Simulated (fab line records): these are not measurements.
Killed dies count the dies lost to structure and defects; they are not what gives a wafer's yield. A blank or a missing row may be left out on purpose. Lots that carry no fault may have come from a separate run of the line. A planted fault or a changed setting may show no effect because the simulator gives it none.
Matching of chambers + flow nand harc + NHARC_A_WL_FILL_ETCHBACK_26 on rie si-05 has 4 sister chambers
The step etches the open film in HBr, target depth 52 nm, time 13.3 s. 18 wafers are shown with their chamber, then 9 later ones without.

== WAFERS, EACH WITH ITS CHAMBER ==
| wafer  | chamber | drypump motor current A (A) | oes product au (a.u.) | bias w (W) |
|--------|---------|-----------------------------|-----------------------|------------|
| L075.1 | 0       | 6.4                         | 1.012                 | 60.07      |
| L075.2 | 1       | 5.3                         | 0.990                 | 59.84      |
| L075.3 | 2       | 5.8                         | 1.013                 | 60.06      |
| L077.1 | 3       | 5.6                         | 0.993                 | 60.28      |
| L077.2 | 1       | 5.3                         | 0.985                 | 59.89      |
| L077.6 | 2       | 5.9                         | 1.009                 | 60.00      |
| L081.3 | 0       | 6.3                         | 0.988                 | 59.47      |
| L081.4 | 2       | 5.8                         | 1.022                 | 60.02      |
| L081.6 | 1       | 5.3                         | 0.980                 | 60.08      |
| L083.1 | 2       | 5.8                         | 1.013                 | 59.99      |
| L083.2 | 1       | 5.3                         | 0.979                 | 59.88      |
| L083.5 | 1       | 5.3                         | 0.970                 | 60.13      |
| L082.1 | 0       | 6.3                         | 0.998                 | 59.91      |
| L082.2 | 3       | 5.6                         | 0.979                 | 59.95      |
| L082.5 | 0       | 6.3                         | 0.997                 | 60.04      |
| L088.1 | 1       | 5.3                         | 0.967                 | 59.80      |
| L088.2 | 2       | 5.8                         | 0.999                 | 59.47      |
| L088.4 | 3       | 5.6                         | 1.000                 | 59.92      |

SIGNATURES, as means of the wafers listed above
| reading                 | chamber 0 | chamber 1 | chamber 2 | chamber 3 | scatter within a chamber |
|-------------------------|-----------|-----------|-----------|-----------|--------------------------|
| drypump motor current A | 6.325     | 5.300     | 5.820     | 5.600     | 0.0333                   |
| oes product au          | 0.99875   | 0.97850   | 1.01120   | 0.99067   | 0.00919                  |
| bias w                  | 59.8725   | 59.9367   | 59.9080   | 60.0500   | 0.215                    |
Rule: distance of a wafer from a chamber = root of the sum over the readings of ((wafer's reading minus chamber's mean) / reading's scatter) squared. The wafer belongs to the nearest chamber; if the next one is less than 2 further off, it can't be placed. How the scatter is found: for the shown wafers, subtract from each reading the mean of its chamber, square and add these, divide the total by (wafers less chambers), then take the root.

== WAFERS MISSING THEIR CHAMBER ==
| wafer  | drypump motor current A (A) | oes product au (a.u.) | bias w (W) |
|--------|-----------------------------|-----------------------|------------|
| L090.1 | 5.5                         | 0.999                 | 60.12      |
| L090.3 | 6.3                         | 0.974                 | 60.37      |
| L090.5 | 5.3                         | 0.974                 | 60.16      |
| L091.4 | 6.4                         | 0.988                 | 60.00      |
| L091.5 | 5.8                         | 1.002                 | 59.91      |
| L091.6 | 5.5                         | 1.002                 | 59.93      |
| L093.1 | 5.6                         | 0.988                 | 59.98      |
| L093.3 | 5.3                         | 0.971                 | 59.88      |
| L093.4 | 6.4                         | 0.990                 | 60.02      |

== WHICH CHAMBER EACH ONE RAN IN ==
| wafer  | from the rows above | in truth |
|--------|---------------------|----------|
| L090.1 | 3                   | 3        |
| L090.3 | 0                   | 0        |
| L090.5 | 1                   | 1        |
| L091.4 | 0                   | 0        |
| L091.5 | 2                   | 2        |
| L091.6 | 3                   | 3        |
| L093.1 | 3                   | 3        |
| L093.3 | 1                   | 1        |
| L093.4 | 0                   | 0        |
Correctly placed: 9 of 9. Left unplaced by these rows: 0. Placed wrongly: 0.
